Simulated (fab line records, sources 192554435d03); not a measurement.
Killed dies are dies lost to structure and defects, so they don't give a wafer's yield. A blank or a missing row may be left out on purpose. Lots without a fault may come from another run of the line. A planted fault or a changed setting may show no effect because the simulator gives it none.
Chamber matching | flow n5_finfet | N5_BEOL_M3_ALD_98 on ald_sin-02: 4 sister chambers
The step deposits SiO2, target thk 2.5 nm, pulse time 1 s, co reactant pulse time 1 s. 8 wafers are shown with their chamber, then 12 later ones without.

WAFERS WITH THEIR CHAMBER
wafer  | chamber | heater_power_w (W) | precursor_pulse_height_rel
L088.5 | 1       | 66                 | 1.014
L090.2 | 3       | 103                | 1.011
L092.2 | 2       | 82                 | 1.016
L092.4 | 1       | 66                 | 1.001
L092.5 | 0       | 85                 | 0.984
L094.1 | 3       | 103                | 1.021
L094.2 | 2       | 84                 | 1.018
L094.3 | 0       | 82                 | 1.009

WAFERS WITHOUT THEIR CHAMBER
wafer  | heater_power_w (W) | precursor_pulse_height_rel
L094.4 | 68                 | 0.982
L094.5 | 105                | 0.993
L094.6 | 84                 | 1.023
L096.1 | 82                 | 1.005
L096.5 | 104                | 0.993
L096.6 | 82                 | 0.995
L097.1 | 107                | 0.986
L097.2 | 81                 | 0.999
L097.3 | 82                 | 0.996
L097.4 | 70                 | 0.978
L097.5 | 106                | 1.011
L097.6 | 80                 | 0.984

WHICH CHAMBER EACH WENT THROUGH
wafer  | from the rows above     | in truth
L094.4 | 1                       | 1
L094.5 | 3                       | 3
L094.6 | can't be placed: 2 or 0 | 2
L096.1 | can't be placed: 2 or 0 | 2
L096.5 | 3                       | 3
L096.6 | can't be placed: 0 or 2 | 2
L097.1 | 3                       | 3
L097.2 | can't be placed: 0 or 2 | 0
L097.3 | can't be placed: 0 or 2 | 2
L097.4 | 1                       | 1
L097.5 | 3                       | 3
L097.6 | can't be placed: 0 or 2 | 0
Placed correctly: 6 of 12. Can't be placed from these rows: 6 (the true chamber is among the candidates in 6). Placed wrongly: 0.
How it was worked out, from the rows above alone: a wafer's distance from a chamber is the root of the sum, over the readings, of the square of ((its reading less the chamber's mean) divided by the reading's scatter). The wafer belongs to the nearest chamber; if the next one is less than 2 further off, it can't be placed. A chamber's mean is the mean of its shown wafers. The scatter: the root of (the sum of the squares of (reading less its chamber's mean) over the shown wafers, divided by (wafers less chambers)).
